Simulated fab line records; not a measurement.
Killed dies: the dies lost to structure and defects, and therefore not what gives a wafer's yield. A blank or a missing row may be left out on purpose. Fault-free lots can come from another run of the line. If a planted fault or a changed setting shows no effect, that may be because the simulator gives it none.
Comparing a struck lot with a sound one || flow n5-finfet || 39 out of 1938 route steps
Sound: these wafers, L657.1, L657.4, L657.6. Struck: wafers L664.1, L664.4, L664.5. The cause is named last.
Per side, at each step with rows, come the tool, then ch with its chambers, and then its first start. Under that, the readings that differ: sound wafers || struck wafers || difference of the means || sigmas: that difference in standard deviations of wafers without a fault.
alike: words and numbers the same on both sides, and readings whose means are apart by under 2 such deviations; not compared: readings that were withheld, readings missing a value for some wafer, numbers with overlapping values and no deviation given by the record, and bounds like >300 which may hide the same value.
Wherever a step has rows on one side only, a row that says differs or no value, or a row with sigmas, the two part there. Non-overlapping numbers with no deviation appear without sigmas and do not part them. A reading missing from all wafers of one side parts the sides only when that side holds two or more wafers.

first, 9 steps without rows for these wafers: N5_BEOL_M12_SOFTBAKE_23 (time 60 s); N5_BEOL_M12_EXPOSE_25 (exposes mask M12); N5_BEOL_M12_PEB_26 (peb time 90 s); N5_BEOL_M12_DEVELOP_27 (develop time 45 s); N5_BEOL_M12_HARDBAKE_32 (time 120 s); N5_BEOL_M12_DESCUM_33 (chemistry O2, time 7.9 s); N5_BEOL_M12_ETCH_67 (etches SiARC in CF4, target depth 143 nm, time 238.3 s); N5_BEOL_M12_ETCH_68 (etches SOC in N2/H2, time 285 s); N5_BEOL_M12_STRIP_69 (strips in N2/H2).
N5_BEOL_M12_TRENCH_ETCH_34: etches SiOC in C4F8/O2/Ar, target depth 318.95 nm, time 125.5 s.
  sound on rie-diel-01 ch 0,1, day 12 06:19; struck on rie-diel-01 ch 2,3, day 14 06:26
{"reading": "model.etch.depth-nm (nm)", "sound": "318.3 317.5 312.8", "struck": "291.8 288.2 290.2", "difference": -26.1, "sigmas": ""}
  alike: O2_flow_sccm, drypump-motor-current-A, oes-product-au, rf-vpp-V, showerhead-plenum-p-Torr, throttle-valve-pct
  not compared: rf-hours-counter-h
then, 1 step without rows for these wafers: N5_BEOL_M12_STRIP_70 (strips in C4F8/O2/Ar).
N5_BEOL_M12_OCD_MEAS_35:
  struck on ocd-01, day 14 06:35; sound on ocd-02, day 12 06:28
{"reading": "trench-depth-nm (nm)", "sound": "318 317 312", "struck": "292 288 290", "difference": -26, "sigmas": -4}
then, 11 steps without rows for these wafers: N5_BEOL_M12_STRIP_37 (strips in N2/H2); N5_BEOL_M12_ETCH_38 (etches SiCN in CF4/N2, target depth 68.7 nm, time 73.4 s); N5_BEOL_M12_PRECLEAN_39 (cleans in residue remover, time 60 s); N5_BEOL_M12_SRD_40 (time 30 s, dry time 30 s); N5_BEOL_M12_DEGAS_41 (time 60 s); N5_BEOL_M12_PRE_CLEAN_42 (time 30 s); N5_BEOL_M12_SPUTTER_43 (material TaN, target thk 15 nm, time 24.19 s); N5_BEOL_M12_SPUTTER_44 (material Ta, target thk 10 nm, time 16.13 s); N5_BEOL_M12_SPUTTER_45 (material Cu, target thk 80 nm, time 13.33 s); N5_BEOL_M12_ECD_47 (material Cu, target thk 720 nm); N5_BEOL_M12_ANNEAL_48 (time 90 s).
N5_BEOL_M12_CMP_49: polishes, stops on SiOC, t overpolish 20.6 s, target thk 320 nm.
  sound on cmp-04 ch 1,2,3, day 12 09:45; struck on cmp-02 ch 0,2,3, day 14 09:12
{"reading": "model.Cu_of_BEOL_M12_ECD_47.thk-nm (nm)", "sound": "319 317.4 312", "struck": "291.2 290.4 292.4", "difference": -24.8, "sigmas": ""}
  alike: barrier-field-endpoint-s, motor-current-A, overpolish-run-s
N5_BEOL_M12_THK_MEAS_50: measures by xrf.
  struck on film-metro-01, day 14 09:29; sound on film-metro-01, day 12 10:03
{"reading": "M12_THK (nm)", "sound": "321 320 315", "struck": "293 293 295", "difference": -25, "sigmas": -3}
then, 2 steps without rows for these wafers: N5_BEOL_M12_PRE_CLEAN_52 (time 15 s); N5_BEOL_M12_DEP_53 (deposits SiCN from 3MS/NH3, target thk 30 nm, time 10.5 s).
N5_BEOL_M12_RS_MEAS_54: measurement is done with a four-point probe.
  struck on film-metro-02, day 14 09:37; sound on film-metro-02, day 12 10:10
{"reading": "M12_RS (ohm/sq)", "sound": "0.0602 0.0606 0.0616", "struck": "0.0662 0.0664 0.0659", "difference": "+0.0054", "sigmas": "+4"}
then, 9 steps without rows for these wafers: N5_BEOL_M13_ILD_DEP_00 (deposits SiOC from DEMS/O2, target thk 837.92 nm, time 166.4 s); N5_BEOL_M13_COAT_58 (time 60 s, resist thk 89 nm); N5_BEOL_M13_COAT_04 (resist thk 400 nm); N5_BEOL_M13_EBR_06; N5_BEOL_M13_SOFTBAKE_05 (time 60 s); N5_BEOL_M13_EXPOSE_07 (exposes mask V12); N5_BEOL_M13_PEB_08 (peb time 90 s); N5_BEOL_M13_DEVELOP_09 (develop time 45 s); N5_BEOL_M13_HARDBAKE_14 (time 120 s).
N5_BEOL_M15_RC_MEAS_101:
  sound on prober-02 ch 0, day 13 11:15; struck on prober-01 ch 0, day 15 03:29
{"reading": "COMB_M10 (S/m)", "sound": "2.3e-11 1.7e-11 2.1e-11", "struck": "1.5e-11 1.2e-11 1.1e-11", "difference": -7.7e-12, "sigmas": -2}
{"reading": "COMB_M12 (S/m)", "sound": "1.01e-11 9.9e-12 6.4e-12", "struck": "7.5e-12 4.8e-12 5.5e-12", "difference": -2.9e-12, "sigmas": -2}
  alike: COMB_M11, COMB_M13, COMB_M14, COMB_M15, COMB_M5, COMB_M6, COMB_M6_max_site, COMB_M7, COMB_M8, COMB_M9, SERP_M10, SERP_M11, SERP_M13, SERP_M14, SERP_M5, SERP_M6, SERP_M7, SERP_M8, SERP_M9
N5_PASSIVATION_PROBE_49:
  sound wafers here have rows in the record (prober-01, day 14 03:37); struck ones have none

== WHERE THEY PART ==
First at N5_BEOL_M12_OCD_MEAS_35; last, within this record, at N5_PASSIVATION_PROBE_49.

WHY: what the simulator had put in
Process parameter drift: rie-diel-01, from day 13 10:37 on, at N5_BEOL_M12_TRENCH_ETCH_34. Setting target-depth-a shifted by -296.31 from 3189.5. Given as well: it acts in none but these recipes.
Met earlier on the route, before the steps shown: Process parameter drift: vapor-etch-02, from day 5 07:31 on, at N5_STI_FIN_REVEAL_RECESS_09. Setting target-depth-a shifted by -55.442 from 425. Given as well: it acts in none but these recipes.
